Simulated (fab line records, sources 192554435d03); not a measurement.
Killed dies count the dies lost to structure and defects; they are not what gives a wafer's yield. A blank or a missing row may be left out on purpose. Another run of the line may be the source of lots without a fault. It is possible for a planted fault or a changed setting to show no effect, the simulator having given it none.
Chamber matching / flow n5 finfet / N5_BEOL_M6_ETCH_72 on rie diel-04 has 4 sister chambers
The step etches underlayer in N2/H2, target depth 6.5 nm, time 5.2 s. 27 wafers are shown with their chamber, then 12 later ones without.

== WAFERS WITH THEIR CHAMBER ==
wafer=L074.1; chamber=0; drypump motor current A (A)=6.1; showerhead plenum p Torr (Torr)=2.72; rf vpp V (V)=527.6
wafer=L074.3; chamber=1; drypump motor current A (A)=5.6; showerhead plenum p Torr (Torr)=2.48; rf vpp V (V)=522.6
wafer=L074.5; chamber=1; drypump motor current A (A)=5.5; showerhead plenum p Torr (Torr)=2.48; rf vpp V (V)=522.7
wafer=L075.2; chamber=3; drypump motor current A (A)=5.1; showerhead plenum p Torr (Torr)=2.60; rf vpp V (V)=526.3
wafer=L075.4; chamber=1; drypump motor current A (A)=5.6; showerhead plenum p Torr (Torr)=2.47; rf vpp V (V)=522.6
wafer=L075.5; chamber=0; drypump motor current A (A)=6.1; showerhead plenum p Torr (Torr)=2.71; rf vpp V (V)=530.1
wafer=L077.1; chamber=0; drypump motor current A (A)=6.1; showerhead plenum p Torr (Torr)=2.71; rf vpp V (V)=529.1
wafer=L077.4; chamber=2; drypump motor current A (A)=5.2; showerhead plenum p Torr (Torr)=2.50; rf vpp V (V)=522.5
wafer=L077.6; chamber=3; drypump motor current A (A)=5.1; showerhead plenum p Torr (Torr)=2.60; rf vpp V (V)=524.6
wafer=L078.4; chamber=0; drypump motor current A (A)=6.1; showerhead plenum p Torr (Torr)=2.71; rf vpp V (V)=525.5
wafer=L078.5; chamber=2; drypump motor current A (A)=5.2; showerhead plenum p Torr (Torr)=2.49; rf vpp V (V)=524.8
wafer=L078.6; chamber=1; drypump motor current A (A)=5.6; showerhead plenum p Torr (Torr)=2.47; rf vpp V (V)=521.1
wafer=L080.3; chamber=2; drypump motor current A (A)=5.2; showerhead plenum p Torr (Torr)=2.49; rf vpp V (V)=522.3
wafer=L080.4; chamber=1; drypump motor current A (A)=5.6; showerhead plenum p Torr (Torr)=2.47; rf vpp V (V)=521.9
wafer=L080.5; chamber=1; drypump motor current A (A)=5.6; showerhead plenum p Torr (Torr)=2.47; rf vpp V (V)=522.5
wafer=L081.1; chamber=1; drypump motor current A (A)=5.6; showerhead plenum p Torr (Torr)=2.46; rf vpp V (V)=521.8
wafer=L081.2; chamber=0; drypump motor current A (A)=6.1; showerhead plenum p Torr (Torr)=2.70; rf vpp V (V)=526.9
wafer=L081.4; chamber=3; drypump motor current A (A)=5.1; showerhead plenum p Torr (Torr)=2.59; rf vpp V (V)=525.4
wafer=L084.4; chamber=2; drypump motor current A (A)=5.2; showerhead plenum p Torr (Torr)=2.49; rf vpp V (V)=523.2
wafer=L084.5; chamber=3; drypump motor current A (A)=5.1; showerhead plenum p Torr (Torr)=2.59; rf vpp V (V)=525.6
wafer=L084.6; chamber=0; drypump motor current A (A)=6.1; showerhead plenum p Torr (Torr)=2.70; rf vpp V (V)=529.2
wafer=L087.2; chamber=1; drypump motor current A (A)=5.6; showerhead plenum p Torr (Torr)=2.46; rf vpp V (V)=521.9
wafer=L087.4; chamber=2; drypump motor current A (A)=5.1; showerhead plenum p Torr (Torr)=2.48; rf vpp V (V)=523.4
wafer=L087.6; chamber=0; drypump motor current A (A)=6.1; showerhead plenum p Torr (Torr)=2.70; rf vpp V (V)=528.2
wafer=L095.4; chamber=0; drypump motor current A (A)=6.1; showerhead plenum p Torr (Torr)=2.69; rf vpp V (V)=527.2
wafer=L095.5; chamber=2; drypump motor current A (A)=5.2; showerhead plenum p Torr (Torr)=2.48; rf vpp V (V)=521.9
wafer=L095.6; chamber=1; drypump motor current A (A)=5.6; showerhead plenum p Torr (Torr)=2.46; rf vpp V (V)=519.8

SIGNATURES (averages over the wafers above)
reading=drypump motor current A; chamber 0=6.100; chamber 1=5.589; chamber 2=5.183; chamber 3=5.100; scatter within a chamber=0.0274
reading=showerhead plenum p Torr; chamber 0=2.7050; chamber 1=2.4689; chamber 2=2.4883; chamber 3=2.5950; scatter within a chamber=0.008
reading=rf vpp V; chamber 0=527.975; chamber 1=521.878; chamber 2=523.017; chamber 3=525.475; scatter within a chamber=1.13
Rule: for a wafer and a chamber, the distance is found by dividing, reading by reading, the gap between the wafer's reading and the chamber's mean by the reading's scatter, squaring, summing and taking the root. If the next closest chamber is less than 2 further off than the closest, the wafer can't be placed; otherwise it belongs to the closest. How the scatter is found: for the shown wafers, subtract from each reading the mean of its chamber, square and add these, divide the total by (wafers less chambers), then take the root.

== WAFERS WHOSE CHAMBER IS MISSING ==
wafer=L097.3; drypump motor current A (A)=5.2; showerhead plenum p Torr (Torr)=2.48; rf vpp V (V)=519.6
wafer=L097.4; drypump motor current A (A)=6.1; showerhead plenum p Torr (Torr)=2.69; rf vpp V (V)=527.0
wafer=L097.5; drypump motor current A (A)=5.2; showerhead plenum p Torr (Torr)=2.48; rf vpp V (V)=523.8
wafer=L092.1; drypump motor current A (A)=5.1; showerhead plenum p Torr (Torr)=2.58; rf vpp V (V)=525.0
wafer=L092.2; drypump motor current A (A)=5.6; showerhead plenum p Torr (Torr)=2.45; rf vpp V (V)=522.3
wafer=L092.5; drypump motor current A (A)=5.6; showerhead plenum p Torr (Torr)=2.45; rf vpp V (V)=521.8
wafer=L093.1; drypump motor current A (A)=5.1; showerhead plenum p Torr (Torr)=2.58; rf vpp V (V)=523.9
wafer=L093.4; drypump motor current A (A)=5.6; showerhead plenum p Torr (Torr)=2.45; rf vpp V (V)=522.6
wafer=L093.5; drypump motor current A (A)=5.1; showerhead plenum p Torr (Torr)=2.58; rf vpp V (V)=527.0
wafer=L096.3; drypump motor current A (A)=5.2; showerhead plenum p Torr (Torr)=2.48; rf vpp V (V)=522.9
wafer=L096.4; drypump motor current A (A)=5.5; showerhead plenum p Torr (Torr)=2.45; rf vpp V (V)=524.2
wafer=L096.6; drypump motor current A (A)=5.2; showerhead plenum p Torr (Torr)=2.48; rf vpp V (V)=522.2

== WHICH CHAMBER EACH WENT THROUGH ==
wafer=L097.3; from the rows above=2; in truth=2
wafer=L097.4; from the rows above=0; in truth=0
wafer=L097.5; from the rows above=2; in truth=2
wafer=L092.1; from the rows above=3; in truth=3
wafer=L092.2; from the rows above=1; in truth=1
wafer=L092.5; from the rows above=1; in truth=1
wafer=L093.1; from the rows above=3; in truth=3
wafer=L093.4; from the rows above=1; in truth=1
wafer=L093.5; from the rows above=3; in truth=3
wafer=L096.3; from the rows above=2; in truth=2
wafer=L096.4; from the rows above=1; in truth=1
wafer=L096.6; from the rows above=2; in truth=2
12 of 12 placed correctly. Left unplaced by these rows: 0. 0 placed wrongly.
